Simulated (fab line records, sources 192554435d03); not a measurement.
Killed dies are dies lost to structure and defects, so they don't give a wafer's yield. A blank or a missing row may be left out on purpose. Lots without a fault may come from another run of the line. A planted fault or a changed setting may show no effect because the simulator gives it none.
Which tool did it? | flow n5_finfet | 15 lots, 42 wafers sampled, at 5 steps of a route of 1938

WHAT THE GAUGES READ, wafer by wafer
N5_HKMG_FIN_OVL_MEAS_50. Usual: NDIPOLE_OVL 0.4 nm, standard deviation 0.84.
lot  | measured    | on         | NDIPOLE_OVL (nm) | flag
L515 | day 4 00:22 | overlay-02 | 1.8 0.6 0.5      |
L517 | day 4 15:01 | overlay-02 | 0.4 0.7 0.9      |
L518 | day 4 19:26 | overlay-02 | 0.2 1.1 1.4      |
L519 | day 5 01:41 | overlay-02 | 0.3 0.1 0.3      |
L520 | day 5 06:01 | overlay-02 | -0.3 0.6 1.4     |
L521 | day 5 14:16 | overlay-02 | 0.3 0.6 -0.6     |
L523 | day 6 00:49 | overlay-02 | 0.3 0.4 1.0      |
L524 | day 6 06:56 | overlay-01 | -0.9 -0.3 -1.5   |
L525 | day 6 10:43 | overlay-01 | 1.7 1.6 0.8      |
L527 | day 7 03:16 | overlay-01 | 1.3 1.9 1.7      |
L528 | day 7 08:08 | overlay-01 | 0.2 -0.6         |
L531 | day 8 01:30 | overlay-02 | -0.5 0.2 -0.1    |
L533 | day 8 13:51 | overlay-01 | -0.1 0.1         |
L534 | day 8 20:39 | overlay-02 | 0.1 0.3          |
L538 | day 9 20:55 | overlay-02 | -1.1 -1.0 -2.0   |

N5_HKMG_FIN_CD_MEAS_12: target cd 92.8 nm. Usual: cd_nm 93.1 nm, standard deviation 0.55.
lot  | measured     | on        | cd_nm (nm)     | flag
L515 | day 4 03:43  | cd_sem-02 | 93.3 93.9 93.8 |
L517 | day 4 18:20  | cd_sem-02 | 92.4 93.8 93.0 |
L518 | day 4 22:45  | cd_sem-02 | 93.3 93.7 93.0 |
L519 | day 5 05:52  | cd_sem-03 | 92.2 92.8 92.8 |
L520 | day 5 09:23  | cd_sem-01 | 94.0 93.6 93.8 |
L521 | day 5 18:00  | cd_sem-03 | 93.4 93.3 94.4 |
L523 | day 6 04:17  | cd_sem-03 | 93.5 93.6 93.3 |
L524 | day 6 10:17  | cd_sem-03 | 93.4 92.8 93.1 |
L525 | day 6 14:00  | cd_sem-03 | 93.7 93.2 93.4 |
L527 | day 7 06:38  | cd_sem-01 | 92.4 92.9 92.6 |
L528 | day 7 11:26  | cd_sem-02 | 92.5 70.7      | OFF
L531 | day 8 04:48  | cd_sem-02 | 93.4 93.7 94.3 |
L533 | day 8 17:34  | cd_sem-01 | 92.7 70.8      | OFF
L534 | day 9 00:16  | cd_sem-03 | 93.2 70.5      | OFF
L538 | day 10 00:15 | cd_sem-03 | 92.3 93.3 92.9 |

WHICH TOOL RAN EACH LOT (tool, then ch and the chambers of the sampled wafers, then the start)
lot  | N5_HKMG_FIN_ETCH_58               | N5_HKMG_FIN_ALD_36                 | N5_HKMG_FIN_EXPOSE_09
L515 | rie_diel-05 ch 0,1,3, day 4 00:44 | ald_metal-04 ch 1,2,3, day 4 02:41 | arfi_scanner-03 ch 0, day 4 03:35
L517 | rie_diel-04 ch 0,2,3, day 4 15:22 | ald_metal-01 ch 0,1,3, day 4 17:18 | arfi_scanner-02 ch 0, day 4 18:12
L518 | rie_diel-03 ch 0,2,3, day 4 19:54 | ald_metal-01 ch 0,3, day 4 21:43   | arfi_scanner-02 ch 0, day 4 22:38
L519 | rie_diel-05 ch 2,3, day 5 02:52   | ald_metal-01 ch 0,2, day 5 04:42   | arfi_scanner-01 ch 0, day 5 05:44
L520 | rie_diel-05 ch 0,1,2, day 5 06:23 | ald_metal-03 ch 0,3, day 5 08:14   | arfi_scanner-02 ch 0, day 5 09:16
L521 | rie_diel-03 ch 1,2, day 5 15:00   | ald_metal-01 ch 0,3, day 5 16:58   | arfi_scanner-02 ch 0, day 5 17:53
L523 | rie_diel-05 ch 0,1,2, day 6 01:10 | ald_metal-01 ch 1,2,3, day 6 03:08 | arfi_scanner-02 ch 0, day 6 04:10
L524 | rie_diel-03 ch 0,1,3, day 6 07:17 | ald_metal-03 ch 0,2, day 6 09:07   | arfi_scanner-03 ch 0, day 6 10:10
L525 | rie_diel-04 ch 2,3, day 6 11:05   | ald_metal-01 ch 0,1,3, day 6 12:58 | arfi_scanner-03 ch 0, day 6 13:53
L527 | rie_diel-04 ch 1,2,3, day 7 03:45 | ald_metal-03 ch 0,1, day 7 05:37   | arfi_scanner-03 ch 0, day 7 06:31
L528 | rie_diel-05 ch 1,3, day 7 08:32   | ald_metal-01 ch 1,2, day 7 10:24   | arfi_scanner-03 ch 0, day 7 11:19
L531 | rie_diel-05 ch 0,1, day 8 01:56   | ald_metal-03 ch 0,1,2, day 8 03:46 | arfi_scanner-01 ch 0, day 8 04:41
L533 | rie_diel-03 ch 2,3, day 8 14:27   | ald_metal-04 ch 0,1, day 8 16:25   | arfi_scanner-03 ch 0, day 8 17:27
L534 | rie_diel-05 ch 0,1, day 8 21:24   | ald_metal-01 ch 0,3, day 8 23:14   | arfi_scanner-03 ch 0, day 9 00:08
L538 | rie_diel-05 ch 0,1,3, day 9 21:16 | ald_metal-04 ch 1,2,3, day 9 23:05 | arfi_scanner-01 ch 0, day 10 00:07
- N5_HKMG_FIN_ETCH_58: etches SOC in N2/H2, target depth 215.8 nm, time 741 s.
- N5_HKMG_FIN_ALD_36: deposits TiN, target thk 1 nm, pulse time 1 s, purge time 3 s.
- N5_HKMG_FIN_EXPOSE_09: exposes mask NWFM.

WHAT THE TOOLS THEMSELVES READ (means of the sampled wafers that have a number; where no wafer has one, the mark that the record gives instead)
N5_HKMG_FIN_ETCH_58. Usual: drypump_motor_current_A 5.9 A, standard deviation 0.46; h2_flow_sccm 200.0 sccm, standard deviation 0.6; oes_product_au 0.74 a.u., standard deviation 0.078; rf_vpp_V 99.0 V, standard deviation 0.92; showerhead_plenum_p_Torr 2.52 Torr, standard deviation 0.075; throttle_valve_pct 17.76 %, standard deviation 0.26.
lot  | tool        | drypump_motor_current_A (A) | h2_flow_sccm (sccm) | oes_product_au (a.u.) | rf_vpp_V (V) | showerhead_plenum_p_Torr (Torr) | throttle_valve_pct (%) | flag
L515 | rie_diel-05 | 5.7                         | 200.1               | 0.72                  | 98.2         | 2.53                            | 17.62                  |
L517 | rie_diel-04 | 6.3                         | 199.7               | 0.76                  | 99.6         | 2.55                            | 17.72                  |
L518 | rie_diel-03 | 5.6                         | 199.8               | 0.81                  | 99.5         | 2.55                            | 17.92                  |
L519 | rie_diel-05 | 6.1                         | 200.4               | 0.71                  | 99.3         | 2.55                            | 17.68                  |
L520 | rie_diel-05 | 5.6                         | 200.2               | 0.71                  | 98.6         | 2.46                            | 17.83                  |
L521 | rie_diel-03 | 6.4                         | 200.3               | 0.85                  | 99.2         | 2.54                            | 17.74                  |
L523 | rie_diel-05 | 5.6                         | 199.8               | 0.70                  | 98.1         | 2.46                            | 17.82                  |
L524 | rie_diel-03 | 5.8                         | 199.4               | 0.85                  | 98.9         | 2.50                            | 17.65                  |
L525 | rie_diel-04 | 6.3                         | 199.8               | 0.75                  | 99.4         | 2.51                            | 17.91                  |
L527 | rie_diel-04 | 6.2                         | 200.5               | 0.74                  | 97.8         | 2.54                            | 17.75                  |
L528 | rie_diel-05 | 5.5                         | 200.6               | 0.70                  | 99.2         | 2.57                            | 17.60                  |
L531 | rie_diel-05 | 5.6                         | 199.5               | 0.69                  | 98.5         | 2.45                            | 17.74                  |
L533 | rie_diel-03 | 5.8                         | 200.2               | 0.80                  | 98.8         | 2.56                            | 18.08                  |
L534 | rie_diel-05 | 5.5                         | 199.9               | 0.70                  | 98.8         | 2.47                            | 17.73                  |
L538 | rie_diel-05 | 5.7                         | 199.8               | 0.69                  | 99.2         | 2.51                            | 17.70                  |

N5_HKMG_FIN_ALD_36. Usual: heater_power_outer_w 529 W, standard deviation 71; heater_power_w 870 W, standard deviation 81; precursor_pulse_height_rel 1.002, standard deviation 0.02.
lot  | tool         | heater_power_outer_w (W) | heater_power_w (W) | precursor_pulse_height_rel | flag
L515 | ald_metal-04 | 479                      | 803                | 1.022                      |
L517 | ald_metal-01 | 584                      | 924                | 1.004                      |
L518 | ald_metal-01 | 547                      | 889                | 1.022                      |
L519 | ald_metal-01 | 516                      | 844                | 1.008                      |
L520 | ald_metal-03 | 532                      | 871                | 1.011                      |
L521 | ald_metal-01 | 515                      | 855                | 1.010                      |
L523 | ald_metal-01 | 547                      | 896                | 1.003                      |
L524 | ald_metal-03 | 500                      | 869                | 0.987                      |
L525 | ald_metal-01 | 588                      | 930                | 0.991                      |
L527 | ald_metal-03 | 501                      | 864                | 0.996                      |
L528 | ald_metal-01 | 584                      | 924                | 0.990                      |
L531 | ald_metal-03 | 504                      | 864                | 0.986                      |
L533 | ald_metal-04 | 547                      | 914                | 1.024                      |
L534 | ald_metal-01 | 533                      | 864                | 1.016                      |
L538 | ald_metal-04 | 479                      | 805                | 1.010                      |

N5_HKMG_FIN_EXPOSE_09. Usual: stage_vel_mm_s 499.95 mm/s, standard deviation 0.22.
lot  | tool            | stage_vel_mm_s (mm/s) | flag
L515 | arfi_scanner-03 | 500.21                |
L517 | arfi_scanner-02 | 499.99                |
L518 | arfi_scanner-02 | 499.63                |
L519 | arfi_scanner-01 | 499.67                |
L520 | arfi_scanner-02 | 499.65                |
L521 | arfi_scanner-02 | 499.94                |
L523 | arfi_scanner-02 | 499.91                |
L524 | arfi_scanner-03 | 499.78                |
L525 | arfi_scanner-03 | 499.86                |
L527 | arfi_scanner-03 | 500.18                |
L528 | arfi_scanner-03 | 499.86                |
L531 | arfi_scanner-01 | 499.99                |
L533 | arfi_scanner-03 | 499.74                |
L534 | arfi_scanner-03 | 500.19                |
L538 | arfi_scanner-01 | 500.08                |

THE ANSWER, worked out from the rows above alone
Rule: a lot is off if the mean of its wafers that have a number lies more than 3 standard deviations from the usual mean. A lot without any number at a reading at which 4 lots or more have one is off too. The other lots that the step has rows for count as sound. The gauges are gone through in route order, then the tools' own readings, and for those a lot's mean is taken as printed above. The first step at which some lot is off is used, and at that step the reading that is off furthest; a lot without a number counts as furthest.
Off: L528, L533, L534, at N5_HKMG_FIN_CD_MEAS_12 (cd_nm).
A tool fits if, at a process step before that reading, it ran every lot that is off, and no sound lot after the first of them. The gauges at N5_HKMG_FIN_CD_MEAS_12 are tried like those tools. One fits: arfi_scanner-03 at N5_HKMG_FIN_EXPOSE_09. Its last sound lot is L527 (day 7 06:31), its first lot that is off L528 (day 7 11:19): a fault that began between those two fits.

WHAT THE SIMULATOR HAD PUT IN
Process parameter drift: arfi_scanner-03, from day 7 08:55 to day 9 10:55, at N5_HKMG_FIN_EXPOSE_09. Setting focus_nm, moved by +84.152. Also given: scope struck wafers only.
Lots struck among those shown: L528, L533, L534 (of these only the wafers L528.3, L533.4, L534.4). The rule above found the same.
